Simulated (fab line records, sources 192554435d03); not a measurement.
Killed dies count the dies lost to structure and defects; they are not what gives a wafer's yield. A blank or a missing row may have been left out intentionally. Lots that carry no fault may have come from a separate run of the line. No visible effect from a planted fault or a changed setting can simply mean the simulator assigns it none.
fab line records	flow n5_finfet	part 2 of 2: steps 5 to 6 of 6
record: lots: 22	wafers: 66	last_day: 17
route steps=1938 shown GATE_CUT@499 MOL_CONTACT_COAG@550
lots that met no fault: from a run of the same line without faults
start_h: hours from the record's opening day to when the first of the lot's shown wafers began	wait_h: time in hours since the lot's previous step	" as in the row above	L1.1+2: several wafers, shown together as one row	- value missing, or start not given	* or withheld: withheld	< > ~ a bound
route shown NAME@n: a module of which the file shows steps, and the number in the route of the first	usual: the fault-free wafers' mean and standard deviation	same: alike in all rows	chamber/n: place in a boat	sites: readings site by site	_std_site: how widely they spread, as a standard deviation	_edge_site: the outer-site mean with the inner-site mean subtracted	radius_mm: how far each site lies from the wafer's centre	mask NAME#n: copy n	behind: the tool/chamber that last shaped the wafer	hold: cause of the lot's hold/its duration in hours/its outcome	device: names the non-switching transistor (n, p or np)	end of line: tests of these same wafers at the route's end	a step given without rows: its recipe and nothing more	killed: the dies lost at the first sort to structure and to defects; this is not the yield of the wafer	map: a wafer's dies, marking killed ones x, the rest . and places with no die _
set.NAME: the setting that was run; set.NAME@STEP: the one run at that earlier step	model.NAME: the simulator's own value behind a step, which no gauge read
steps of the route over a sample of lots; a table a step, a row a wafer
services: from which hour (start_h, from the record's first day; less than 0 if before it) a tool's chamber was out of use, for how many hours, and why
== steps ==
step: N5_MOL_CONTACT_COAG_ALD_133
recipe: material: SiO2	target_thk_a: 50	temp_c: 100	ald_precursor_family: BDEAS	ald_co_reactant: O2-plasma	pulse_time_s: 1	co_reactant_pulse_time_s: 1	purge_time_s: 2	co_reactant_purge_time_s: 2	ald_cycles: 35	pressure_torr: 2
usual: heater_power_w: 77/6.2	precursor_pulse_height_rel: 0.999/0.02
same: ald_cycles: 35
lot.wafer	tool	chamber	start_h	wait_h	heater_power_w	precursor_pulse_height_rel
L074.3	ald_sin-03	3	96.42	0.1	92	0.984
L074.4	"	2	"	"	79	0.978
L074.5	"	1	"	"	79	1.001
L075.2	ald_sin-03	0	116.62	0.1	69	1.019
L075.3	"	2	"	"	78	0.987
L075.5	"	0	"	"	73	1.011
L076.2	ald_sin-01	2	116.71	0.1	80	1.014
L076.4	"	1	"	"	75	1.001
L076.6	"	0	"	"	78	1.002
L078.3	ald_sin-01	0	124.34	0.1	75	0.992
L078.4	"	3	"	"	67	1.057
L078.5	"	3	"	"	67	1.015
L079.1	ald_sin-04	0	135.74	0.1	77	0.991
L079.2	"	3	"	"	80	1.002
L079.6	"	0	"	"	76	1.034
L081.2	ald_sin-01	3	147.62	0.1	70	0.953
L081.3	"	0	"	"	77	1.013
L081.4	"	2	"	"	79	1.000
L082.1	ald_sin-04	2	150.36	0.8	72	1.046
L082.3	"	0	"	"	76	1.009
L082.6	"	0	"	"	74	1.012
L083.2	ald_sin-04	3	153.51	0.1	82	1.006
L083.3	"	1	"	"	73	1.039
L083.6	"	2	"	"	70	0.989
L084.2	ald_sin-04	2	160.32	0.1	70	0.994
L084.3	"	0	"	"	73	1.023
L084.6	"	2	"	"	71	1.047
L085.1	ald_sin-04	0	170.04	0.1	72	1.031
L085.4	"	0	"	"	76	1.002
L085.5	"	2	"	"	70	0.984
L086.4	ald_sin-04	2	173.62	0.1	71	1.025
L086.5	"	0	"	"	76	1.008
L086.6	"	1	"	"	71	0.971
L087.3	ald_sin-01	0	182.61	1.0	77	1.003
L087.4	"	2	"	"	81	1.028
L087.6	"	1	"	"	76	1.011
L088.1	ald_sin-01	0	191.82	0.3	79	0.989
L088.4	"	1	"	"	74	1.008
L088.6	"	1	"	"	74	1.007
L089.1	ald_sin-01	3	196.28	0.1	68	0.985
L089.2	"	0	"	"	78	1.025
L089.4	"	1	"	"	75	1.000
L090.2	ald_sin-03	0	201.76	0.1	70	0.994
L090.3	"	3	"	"	94	0.992
L090.5	"	1	"	"	82	0.991
L091.1	ald_sin-03	2	207.77	0.1	79	1.005
L091.3	"	0	"	"	71	0.987
L091.6	"	2	"	"	81	1.008
L092.3	ald_sin-03	0	210.07	0.1	71	1.018
L092.5	"	1	"	"	79	0.991
L092.6	"	2	"	"	79	1.003
L093.2	ald_sin-03	2	214.39	0.1	80	0.997
L093.4	"	3	"	"	93	1.046
L093.6	"	1	"	"	79	0.990
L094.1	ald_sin-04	3	219.51	0.1	78	1.025
L094.5	"	0	"	"	75	1.003
L094.6	"	3	"	"	79	1.013
L095.2	ald_sin-01	1	225.34	0.1	74	1.007
L095.4	"	2	"	"	81	0.991
L095.6	"	2	"	"	80	1.012
L096.1	ald_sin-03	0	234.55	0.1	70	1.010
L096.2	"	2	"	"	79	0.996
L096.6	"	3	"	"	93	1.003
L097.2	ald_sin-01	2	242.70	0.1	79	0.999
L097.3	"	3	"	"	68	0.996
L097.5	"	1	"	"	74	0.994
step: N5_MOL_CONTACT_COAG_ETCHBACK_134
recipe: chemistry: CHF3	target: SiO2	target_depth_a: 100	time_s: 6.7	ion_energy_ev: 200	pressure_mtorr: 30	source_w: 610	bias_w: 170	Ar_flow_sccm: 200	CHF3_flow_sccm: 50
usual: bias_w: 170.0/0.47	drypump_motor_current_A: 5.9/0.49	oes_product_au: 0.79/0.078	rf_vpp_V: 525/4.3	showerhead_plenum_p_Torr: 2.40/0.074	throttle_valve_pct: 18.71/0.21
lot.wafer	tool	chamber	start_h	wait_h	bias_w	drypump_motor_current_A	oes_product_au	rf_hours_counter_h	rf_vpp_V	showerhead_plenum_p_Torr	throttle_valve_pct
L074.3	rie_diel-04	0	96.98	0.5	169.8	6.6	0.72	194	524	2.27	18.48
L074.4	"	2	"	"	169.2	5.7	0.70	218	516	2.45	18.49
L074.5	"	2	"	"	169.2	5.8	0.70	-	516	2.45	18.50
L075.2	rie_diel-05	3	116.83	0.1	169.2	5.6	0.81	101	524	2.51	18.81
L075.3	"	0	"	"	170.3	5.6	0.85	62	527	2.32	18.52
L075.5	"	1	"	"	170.2	6.3	0.69	-	534	2.45	18.79
L076.2	rie_diel-01	1	116.98	0.2	170.6	6.6	0.88	41	528	2.43	19.00
L076.4	"	2	"	"	170.0	6.6	0.71	181	527	2.37	18.69
L076.6	"	0	"	"	169.9	5.4	0.90	-	525	2.43	18.98
L078.3	rie_diel-04	3	124.52	0.1	169.4	5.7	0.74	173	525	2.48	18.54
L078.4	"	2	"	"	170.7	5.8	0.68	229	518	2.45	18.52
L078.5	"	2	"	"	169.8	5.7	0.69	-	519	2.45	18.53
L079.1	rie_diel-04	1	135.92	0.1	170.0	5.7	0.79	113	525	2.39	18.93
L079.2	"	2	"	"	170.0	5.8	0.69	233	518	2.44	18.53
L079.6	"	2	"	"	169.3	5.8	0.68	-	517	2.44	18.54
L081.2	rie_diel-04	0	147.88	0.2	170.4	6.7	0.70	216	523	2.26	18.51
L081.3	"	2	"	"	169.3	5.7	0.68	238	517	2.44	18.52
L081.4	"	3	"	"	170.3	5.7	0.72	182	526	2.48	18.54
L082.1	rie_diel-05	3	150.54	0.1	169.6	5.5	0.79	115	524	2.50	18.84
L082.3	"	2	"	"	170.8	6.6	0.78	134	522	2.39	18.72
L082.6	"	2	"	"	169.9	6.6	0.78	-	523	2.39	18.76
L083.2	rie_diel-01	0	153.69	0.1	169.8	5.5	0.89	49	524	2.42	18.99
L083.3	"	1	"	"	169.5	6.6	0.88	54	527	2.42	19.01
L083.6	"	2	"	"	170.4	6.6	0.71	-	525	2.37	18.73
L084.2	rie_diel-01	0	160.50	0.1	169.6	5.5	0.89	51	525	2.42	19.01
L084.3	"	3	"	"	169.5	5.1	0.72	219	516	2.27	18.78
L084.6	"	2	"	"	170.8	6.6	0.70	-	527	2.37	18.74
L085.1	rie_diel-05	3	170.22	0.1	170.2	5.6	0.79	122	524	2.50	18.82
L085.4	"	2	"	"	169.9	6.6	0.77	-	522	2.39	18.75
L085.5	"	3	"	"	169.4	5.6	0.78	-	524	2.50	18.86
L086.4	rie_diel-01	3	173.80	0.1	171.0	5.1	0.71	224	518	2.26	18.79
L086.5	"	1	"	"	170.4	6.6	0.87	-	528	2.42	19.02
L086.6	"	0	"	"	170.3	5.5	0.88	-	525	2.42	19.00
L087.3	rie_diel-05	0	182.79	0.1	170.3	5.6	0.82	86	528	2.31	18.55
L087.4	"	3	"	"	169.8	5.6	0.78	-	525	2.50	18.86
L087.6	"	0	"	"	169.3	5.6	0.83	-	529	2.31	18.55
L088.1	rie_diel-04	0	192.38	0.5	170.4	6.6	0.68	236	523	2.25	18.56
L088.4	"	1	"	"	169.5	5.7	0.77	-	526	2.38	18.98
L088.6	"	0	"	"	169.6	6.6	0.68	-	524	2.25	18.55
L089.1	rie_diel-04	0	196.75	0.4	169.8	6.6	0.69	238	521	2.25	18.56
L089.2	"	3	"	"	170.0	5.7	0.72	200	524	2.47	18.56
L089.4	"	2	"	"	170.2	5.7	0.95	2	517	2.44	18.20
L090.2	rie_diel-05	0	202.12	0.3	169.9	5.6	0.80	95	525	2.30	18.57
L090.3	"	1	"	"	169.2	6.3	0.97	5	531	2.44	18.41
L090.5	"	0	"	"	169.5	5.6	0.82	-	528	2.30	18.54
L091.1	rie_diel-05	3	207.95	0.1	169.9	5.5	0.76	141	524	2.49	18.87
L091.3	"	0	"	"	169.9	5.5	0.81	98	527	2.30	18.57
L091.6	"	0	"	"	170.1	5.6	0.81	-	525	2.30	18.56
L092.3	rie_diel-05	0	210.25	0.1	170.2	5.6	0.80	99	527	2.30	18.56
L092.5	"	3	"	"	170.2	5.5	0.76	-	524	2.49	18.88
L092.6	"	2	"	"	170.5	6.6	0.76	-	523	2.38	18.79
L093.2	rie_diel-05	3	214.57	0.1	170.3	5.6	0.77	145	523	2.49	18.89
L093.4	"	0	"	"	169.5	5.6	0.81	101	527	2.30	18.56
L093.6	"	0	"	"	169.8	5.6	0.81	-	527	2.30	18.54
L094.1	rie_diel-01	3	219.69	0.1	170.4	5.1	0.70	230	516	2.26	18.80
L094.5	"	2	"	"	170.0	6.6	0.70	-	526	2.36	18.75
L094.6	"	3	"	"	170.4	5.1	0.71	-	517	2.26	18.79
L095.2	rie_diel-05	0	225.61	0.2	170.0	5.6	0.80	105	528	2.30	18.58
L095.4	"	2	"	"	169.2	6.6	0.74	169	523	2.38	18.78
L095.6	"	1	"	"	170.9	6.3	0.93	-	531	2.44	18.43
L096.1	rie_diel-04	1	234.73	0.1	169.3	5.7	0.76	153	524	2.37	18.99
L096.2	"	2	"	"	170.6	5.7	0.90	16	518	2.43	18.22
L096.6	"	2	"	"	170.5	5.7	0.90	-	515	2.43	18.22
L097.2	rie_diel-05	3	242.93	0.2	170.3	5.6	0.75	154	523	2.49	18.89
L097.3	"	1	"	"	170.2	6.3	0.91	22	532	2.44	18.42
L097.5	"	0	"	"	168.9	5.6	0.79	-	528	2.30	18.59
== services ==
tool	chamber	start_h	hours	kind
ald_sin-04	-	79.87	0.6	repair
rie_diel-02	-	83.82	14.6	pm
ald_sin-04	-	85.56	14.0	pm
rie_diel-01	-	88.48	28.1	pm
rie_diel-06	0	88.86	4.1	repair
rie_diel-04	-	101.30	0.5	repair
ald_sin-03	-	112.71	2.8	pm
rie_diel-02	1	113.73	15.6	repair
rie_diel-06	2	117.42	1.2	repair
rie_diel-05	2	119.71	1.5	repair
ald_sin-01	1	145.72	3.2	repair
rie_diel-04	1	160.26	9.4	repair
rie_diel-03	3	164.52	1.7	repair
ald_sin-04	1	169.02	2.7	repair
rie_diel-06	-	179.18	14.6	pm
ald_sin-04	-	180.72	14.6	pm
rie_diel-01	-	182.64	29.3	repair
ald_sin-04	2	203.92	12.4	repair
rie_diel-04	2	210.03	5.3	repair
rie_diel-04	1	217.31	5.0	repair
rie_diel-01	3	221.31	4.5	repair
ald_sin-04	-	234.32	3.0	repair
rie_diel-01	2	240.16	6.1	repair
rie_diel-06	2	241.17	1.2	repair
